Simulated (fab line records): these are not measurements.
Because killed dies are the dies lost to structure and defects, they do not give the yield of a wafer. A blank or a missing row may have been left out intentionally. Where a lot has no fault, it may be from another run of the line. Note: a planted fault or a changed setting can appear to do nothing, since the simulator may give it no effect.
fab line records -- flow nand-harc
record: lots: 6, wafers: 18, last-day: 34
route steps=1302 shown A_BLC@1120
lots with no fault: from the same line, run without faults
start-h: the number of hours between the record's first day and the start of the first shown wafer of the lot -- wait-h: hours elapsed since this lot's preceding step -- " as in the row above -- L1.1+2: a single row standing in for several wafers -- - no value, or no start given -- * or withheld: withheld -- < > ~ a bound
route shown NAME@n: names a module that has steps shown in the file, with the first one's number in the route -- usual: average and standard deviation across the fault-free wafers -- same: alike in all rows -- chamber/n: place in a boat -- sites: readings site by site -- _std_site: their standard deviation -- _edge_site: inner sites' mean taken away from outer sites' mean -- radius-mm: for every site, how far away it sits from the centre of the wafer -- mask NAME#n: copy n -- behind: tool/chamber where the wafer was last shaped -- hold: the reason the lot was held/the length of the hold in hours/how it ended -- device: the n, p or np transistor that did not switch -- end of line: tests of these same wafers at the route's end -- a step with no rows: only its recipe -- killed: at the first sort, the dies lost to defects and structure; wafer yield is something else -- map: the dies of a wafer, with x for killed, . for not killed, _ for no die there
set.NAME: setting as actually run; set.NAME@STEP: the setting as run at that earlier step -- model.NAME: the simulator's own value behind a step, which no gauge read
lots seen at some steps along the route; tables by step, rows by wafer
services: a tool's chamber out of use, with start hour (start-h, from the record's first day; less than 0 if before it), hours out, and reason
== steps ==
step: NHARC_A_BLC_DESCUM_15
recipe: time-s: 3, o2-flow-sccm: 200, ar-flow-sccm: 0, bias-power-w: 0, chemistry: O2
usual: drypump-motor-current-A: 5.6/0.46, o2-flow-sccm: 199.9/0.6, oes-product-au: 1.005/0.01, rf-vpp-V: 58.0/0.94, showerhead-plenum-p-Torr: 1.94/0.11, throttle-valve-pct: 11.310/0.0091
lot.wafer,tool,chamber,start-h,wait-h,drypump-motor-current-A,o2-flow-sccm,oes-product-au,rf-hours-counter-h,rf-vpp-V,showerhead-plenum-p-Torr,throttle-valve-pct
L831.1,rie-diel-01,3,587.24,0.1,6.0,199.9,0.996,1,55.7,1.78,11.307
L831.4,rie-diel-01,0,587.24,0.1,4.9,199.8,1.014,1,59.0,2.00,11.316
L831.2,rie-diel-01,1,587.24,0.1,5.3,200.6,1.013,1,59.5,2.05,11.304
L836.4,rie-diel-02,1,620.48,0.1,5.5,201.2,0.994,4,58.2,1.96,11.304
L836.2,rie-diel-02,2,620.48,0.1,5.6,199.8,1.006,4,58.7,1.83,11.317
L836.6,rie-diel-02,0,620.48,0.1,6.2,199.3,1.015,-,56.1,1.78,11.311
L842.2,rie-diel-01,1,667.79,0.1,5.3,200.3,0.999,5,58.0,2.05,11.311
L842.4,rie-diel-01,2,667.79,0.1,6.3,199.4,0.995,5,59.0,2.04,11.322
L842.3,rie-diel-01,3,667.79,0.1,6.0,200.3,0.983,5,57.2,1.78,11.303
L840.4,rie-diel-01,3,670.91,0.1,5.9,199.7,0.988,6,58.4,1.78,11.304
L840.2,rie-diel-01,1,670.91,0.1,5.4,199.4,1.007,6,58.5,2.05,11.328
L840.1,rie-diel-01,2,670.91,0.1,6.3,199.2,1.011,6,58.3,2.04,11.309
L847.3,rie-diel-01,0,754.69,0.1,4.9,200.1,1.010,1,58.7,2.00,11.319
L847.2,rie-diel-01,3,754.69,0.1,5.9,199.6,0.995,1,57.0,1.78,11.306
L847.5,rie-diel-01,0,754.69,0.1,4.9,200.2,1.006,-,58.0,2.00,11.297
L848.4,rie-diel-01,0,756.30,0.1,4.9,200.0,0.995,2,58.4,2.00,11.299
L848.3,rie-diel-01,3,756.30,0.1,6.0,199.8,0.996,1,58.5,1.78,11.303
L848.6,rie-diel-01,0,756.30,0.1,4.9,200.2,1.004,-,59.2,2.00,11.304
step: NHARC_A_BLC_ETCH_16
recipe: target-depth-a: 390, over-etch-frac: 0.3, time-s: 65, ion-energy-ev: 80, cf4-flow-sccm: 150, ar-flow-sccm: 0, rf-w: 300, bias-w: 100, chemistry: CF4
usual: drypump-motor-current-A: 5.7/0.46, oes-product-au: 1.004/0.01, rf-vpp-V: 151.7/1.4, showerhead-plenum-p-Torr: 1.79/0.093, throttle-valve-pct: 13.284/0.0087
lot.wafer,tool,chamber,start-h,wait-h,drypump-motor-current-A,oes-product-au,rf-hours-counter-h,rf-vpp-V,showerhead-plenum-p-Torr,throttle-valve-pct
L831.4,rie-diel-01,1,587.33,0.1,5.3,1.013,1,152.4,1.89,13.293
L831.2,rie-diel-01,2,587.33,0.1,6.2,0.997,1,153.0,1.87,13.278
L831.1,rie-diel-01,3,587.33,0.1,5.9,0.995,1,149.2,1.66,13.280
L836.4,rie-diel-02,1,620.55,0.1,5.6,1.012,4,152.1,1.81,13.292
L836.2,rie-diel-02,0,620.55,0.1,6.2,1.012,5,149.6,1.66,13.297
L836.6,rie-diel-02,2,620.55,0.1,5.5,1.016,-,149.7,1.70,13.293
L842.3,rie-diel-01,1,667.87,0.1,5.3,1.011,5,152.3,1.89,13.282
L842.4,rie-diel-01,2,667.87,0.1,6.3,1.000,5,151.9,1.87,13.298
L842.2,rie-diel-01,3,667.87,0.1,6.0,0.990,5,151.0,1.66,13.277
L840.4,rie-diel-01,2,671.00,0.1,6.3,0.995,6,152.6,1.87,13.291
L840.1,rie-diel-01,0,671.00,0.1,4.9,1.009,6,153.0,1.84,13.279
L840.2,rie-diel-01,1,671.00,0.1,5.3,1.009,6,152.9,1.89,13.269
L847.2,rie-diel-01,0,754.79,0.1,4.9,1.020,1,152.6,1.84,13.295
L847.3,rie-diel-01,1,754.79,0.1,5.3,1.013,1,152.9,1.88,13.293
L847.5,rie-diel-01,2,754.79,0.1,6.3,1.013,-,153.6,1.87,13.291
L848.4,rie-diel-01,1,756.40,0.1,5.3,0.994,2,151.7,1.88,13.297
L848.3,rie-diel-01,3,756.40,0.1,6.0,1.001,1,149.8,1.65,13.278
L848.6,rie-diel-01,1,756.40,0.1,5.3,1.003,-,152.5,1.88,13.288
step: NHARC_A_BLC_ETCH_17
recipe: target-depth-a: 3900, over-etch-frac: 0.25, time-s: 609.38, ion-energy-ev: 200, n2-flow-sccm: 150, h2-flow-sccm: 150, ar-flow-sccm: 0, rf-w: 400, bias-w: 150, chemistry: N2/H2
step: NHARC_A_BLC_ETCH_18
recipe: target-depth-a: 9100, c4f8-flow-sccm: 20, o2-flow-sccm: 10, ar-flow-sccm: withheld, rf-w: 600, bias-w: 1500, chemistry: C4F8/O2/Ar
usual: oes-product-au: 0.956/0.024, rf-vpp-V: 980/7.2
lot.wafer,tool,chamber,start-h,wait-h,oes-product-au,rf-hours-counter-h,rf-vpp-V
L831.2,rie-diel-01,3,-,-,0.956,1,968
L831.4,rie-diel-01,0,-,-,0.979,1,985
L831.1,rie-diel-01,1,-,-,0.988,1,987
L836.2,rie-diel-02,1,-,-,0.971,4,982
L836.4,rie-diel-02,2,-,-,0.977,4,972
L836.6,rie-diel-02,3,-,-,0.960,-,986
L842.2,rie-diel-01,0,-,-,0.935,5,985
L842.4,rie-diel-01,1,-,-,0.934,5,987
L842.3,rie-diel-01,2,-,-,0.928,5,987
L840.4,rie-diel-01,3,-,-,0.914,6,970
L840.2,rie-diel-01,0,-,-,0.930,6,982
L840.1,rie-diel-01,1,-,-,0.931,6,988
L847.2,rie-diel-01,1,-,-,0.951,2,987
L847.3,rie-diel-01,3,-,-,0.937,1,971
L847.5,rie-diel-01,1,-,-,0.951,-,987
L848.3,rie-diel-01,1,-,-,0.973,2,987
L848.4,rie-diel-01,3,-,-,0.977,2,968
L848.6,rie-diel-01,0,-,-,0.956,-,985
step: NHARC_A_BLC_CD_MEAS_19
usual: cd-nm: 101.4/1.8
lot.wafer,tool,chamber,start-h,wait-h,cd-nm
L831.1,cd-sem-03,-,588.20,-,100.9
L831.2,cd-sem-03,-,588.20,-,101.7
L831.4,cd-sem-03,-,588.20,-,101.3
L836.2,cd-sem-02,-,621.43,-,101.9
L836.4,cd-sem-02,-,621.43,-,101.5
L836.6,cd-sem-02,-,621.43,-,99.6
L842.2,cd-sem-02,-,668.76,-,105.1
L842.3,cd-sem-02,-,668.76,-,100.4
L842.4,cd-sem-02,-,668.76,-,100.7
L840.1,cd-sem-02,-,671.88,-,101.8
L840.2,cd-sem-02,-,671.88,-,101.5
L840.4,cd-sem-02,-,671.88,-,100.0
L847.2,cd-sem-02,-,755.78,-,101.4
L847.3,cd-sem-02,-,755.78,-,102.9
L847.5,cd-sem-02,-,755.78,-,101.8
L848.3,cd-sem-01,-,757.29,-,100.1
L848.4,cd-sem-01,-,757.29,-,103.0
L848.6,cd-sem-01,-,757.29,-,103.4
step: NHARC_A_BLC_STRIP_29
recipe: cf4-flow-sccm: 150, ar-flow-sccm: 0, bias-w: 0, chemistry: CF4
step: NHARC_A_BLC_STRIP_21
recipe: o2-flow-sccm: 500, ar-flow-sccm: 0, bias-w: 0, chemistry: O2
step: NHARC_A_BLC_STRIP_22
recipe: time-s: 600, temp-c: 30, chemistry: post-etch-residue-remover
step: NHARC_A_BLC_DEGAS_30
recipe: temp-c: 300, time-s: 60
usual: heater-power-w: 464/49
lot.wafer,tool,chamber,start-h,wait-h,heater-power-w
L831.1,pvd-sputter-02,-,588.81,-,449
L831.4,pvd-sputter-02,-,588.81,-,516
L831.2,pvd-sputter-02,-,588.81,-,413
L836.2,pvd-sputter-02,-,622.03,-,445
L836.4,pvd-sputter-02,-,622.03,-,512
L836.6,pvd-sputter-02,-,622.03,-,444
L842.4,pvd-sputter-01,-,669.36,-,469
L842.2,pvd-sputter-01,-,669.36,-,392
L842.3,pvd-sputter-01,-,669.36,-,511
L840.4,pvd-sputter-01,-,672.49,-,461
L840.2,pvd-sputter-01,-,672.49,-,511
L840.1,pvd-sputter-01,-,672.49,-,459
L847.3,pvd-sputter-03,-,756.38,-,420
L847.2,pvd-sputter-03,-,756.38,-,510
L847.5,pvd-sputter-03,-,756.38,-,411
L848.4,pvd-sputter-02,-,757.90,-,464
L848.3,pvd-sputter-02,-,757.90,-,458
L848.6,pvd-sputter-02,-,757.90,-,409
step: NHARC_A_BLC_PRE_CLEAN_31
recipe: time-s: 15, bias-v: 250, gas: Ar
step: NHARC_A_BLC_PVD_32
recipe: target-thk-a: 50, chamber-pressure-pa: 5, power-w: 5000, substrate-temp-c: 200, time-s: 17.7, material: Ti
step: NHARC_A_BLC_ALD_23
recipe: target-thk-a: 30, pulse-time-s: 1, ald-cycles: 150, temp-c: 450, material: TiN
usual: heater-power-w: 1042/120, precursor-pulse-height-rel: 1.000/0.018
lot.wafer,tool,chamber,start-h,wait-h,heater-power-w,precursor-pulse-height-rel
L831.2,ald-metal-03,2,589.04,-,1212,1.004
L831.4,ald-metal-03,3,589.04,-,1108,0.983
L831.1,ald-metal-03,0,589.04,-,979,0.990
L836.2,ald-metal-04,0,622.28,-,1036,1.002
L836.4,ald-metal-04,1,622.28,-,974,0.993
L836.6,ald-metal-04,0,622.28,-,1001,0.976
L842.3,ald-metal-03,1,669.63,-,1026,0.975
L842.2,ald-metal-03,3,669.63,-,1119,1.017
L842.4,ald-metal-03,3,669.63,-,1085,1.015
L840.4,ald-metal-01,3,672.72,-,1086,1.051
L840.2,ald-metal-01,0,672.72,-,919,1.006
L840.1,ald-metal-01,1,672.72,-,827,0.996
L847.3,ald-metal-03,0,756.63,-,943,1.025
L847.2,ald-metal-03,1,756.63,-,1063,1.007
L847.5,ald-metal-03,1,756.63,-,1089,1.031
L848.3,ald-metal-01,0,758.13,-,888,1.015
L848.4,ald-metal-01,2,758.13,-,1025,0.998
L848.6,ald-metal-01,1,758.13,-,830,1.011
step: NHARC_A_BLC_CVD_24
recipe: target-thk-a: 1500, temp-c: 300, pressure-torr: 40, wf6-flow-sccm: 40, h2-flow-sccm: 1600, ar-flow-sccm: 1560, time-s: 434, material: W
usual: heater-power-w: 444/45, mfc-wf6-sccm: 40.00/0.12, throttle-valve-pct: 8.15/0.18
lot.wafer,tool,chamber,start-h,wait-h,heater-power-w,mfc-wf6-sccm,throttle-valve-pct
L831.2,cvd-w-01,0,589.25,-,470,39.74,8.24
L831.1,cvd-w-01,1,589.25,-,428,39.92,8.19
L831.4,cvd-w-01,0,589.25,-,470,39.99,8.10
L836.2,cvd-w-01,0,622.55,-,452,40.05,8.03
L836.4,cvd-w-01,1,622.55,-,424,40.18,8.03
L836.6,cvd-w-01,1,622.55,-,431,40.04,8.15
L842.2,cvd-w-01,0,669.92,-,473,40.08,8.26
L842.3,cvd-w-01,1,669.92,-,433,39.97,8.39
L842.4,cvd-w-01,0,669.92,-,469,40.16,8.09
L840.1,cvd-w-01,0,672.92,-,459,40.03,8.14
L840.2,cvd-w-01,1,672.92,-,431,39.84,8.19
L840.4,cvd-w-01,0,672.92,-,478,40.03,8.66
L847.2,cvd-w-02,1,756.90,-,481,39.94,8.04
L847.3,cvd-w-02,0,756.90,-,379,39.86,8.45
L847.5,cvd-w-02,0,756.90,-,387,39.78,7.97
L848.3,cvd-w-02,0,758.47,-,382,40.01,8.52
L848.4,cvd-w-02,1,758.47,-,499,40.13,8.08
L848.6,cvd-w-02,1,758.47,-,494,40.08,8.02
step: NHARC_A_BLC_CMP_25
recipe: t-overpolish-s: 30, target-thk-nm: 150
usual: motor-current-A: 12.0/1.4, overpolish-run-s: 30.000/0.0093, pad-life-wafers: 188/110, time-to-endpoint-s: 29.6/2.5
same: t-overpolish-s: 30
lot.wafer,tool,chamber,start-h,wait-h,motor-current-A,overpolish-run-s,pad-life-wafers,time-to-endpoint-s
L831.1,cmp-02,3,589.77,0.4,11.3,30.003,252,30.1
L831.2,cmp-02,0,589.77,0.4,12.2,30.001,253,27.4
L831.4,cmp-02,2,589.77,0.4,12.2,29.996,255,25.9
L836.2,cmp-03,2,623.03,0.4,11.6,30.000,265,30.4
L836.4,cmp-03,3,623.03,0.4,14.9,30.007,266,28.3
L836.6,cmp-03,2,623.03,0.4,12.1,29.989,-,28.5
L842.3,cmp-02,2,670.38,0.3,12.0,29.991,126,28.1
L842.4,cmp-02,3,670.38,0.3,11.6,29.998,127,21.6
L842.2,cmp-02,1,670.38,0.3,12.0,29.988,129,15.3
L840.4,cmp-01,3,673.48,0.3,10.5,30.007,349,19.0
L840.1,cmp-01,0,673.48,0.3,9.5,30.008,350,20.8
L840.2,cmp-01,1,673.48,0.3,11.3,30.003,351,28.1
L847.2,cmp-02,0,757.39,0.4,11.7,30.014,91,27.4
L847.3,cmp-02,2,757.39,0.4,12.3,30.000,93,28.6
L847.5,cmp-02,3,757.39,0.4,11.9,30.006,-,31.2
L848.3,cmp-03,2,758.86,0.3,11.9,30.017,12,27.9
L848.4,cmp-03,0,758.86,0.3,12.8,29.989,14,27.2
L848.6,cmp-03,2,758.86,0.3,12.3,30.004,-,28.2
== services ==
tool,chamber,start-h,hours,kind
ald-metal-03,-,568.00,10.0,pm
cmp-03,-,569.78,1.8,repair
rie-diel-02,-,570.96,9.0,pm
pvd-sputter-01,-,582.00,10.0,pm
pvd-sputter-02,-,602.72,1.9,repair
cmp-02,-,612.66,14.0,repair
ald-metal-03,0,619.24,8.1,repair
pvd-sputter-02,-,638.04,10.0,pm
rie-diel-01,1,642.48,3.9,repair
rie-diel-02,0,651.76,3.5,repair
cmp-02,-,652.32,1.5,repair
ald-metal-03,2,653.05,30.4,repair
cmp-02,-,654.74,9.5,repair
cmp-02,-,672.26,2.2,repair
ald-metal-03,-,680.96,1.1,repair
cmp-02,-,701.84,1.1,repair
rie-diel-01,2,724.30,7.4,repair
cmp-02,-,724.64,4.0,pm
cvd-w-01,-,728.00,13.0,pm
rie-diel-01,-,734.82,9.0,pm
cmp-02,-,737.54,2.3,repair
ald-metal-03,-,746.00,10.0,pm
rie-diel-02,-,747.96,9.0,pm
cvd-w-01,-,757.57,1.6,repair
== key ==
first-sign: step: NHARC_A_BLC_CMP_25, reading: time-to-endpoint-s, direction: down, sigmas: 4.1, usual: *, struck: *
effect none on later readings
met-at NHARC_A_BLC_CVD_24
struck-wafers L840.1,L840.4,L842.2,L842.4
tester-left-out L840,L842
onset-between 622.55 669.92
fault: kind: process-parameter-drift, tool: cvd-w-01, chamber: 0, onset-h: 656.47, steps: NHARC_A_BLC_CVD_24, channel: target-thk-a, offset: *, shape: step, end-h: 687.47, acts-in: *, stated: *
tester-left-out: of these lots the tester's yield and bins aren't shown, on N5 and GAA mostly nor the transistor test; their killed dies are dies lost to structure and defects alone, not to doping, threshold or leakage, so they don't give the yield
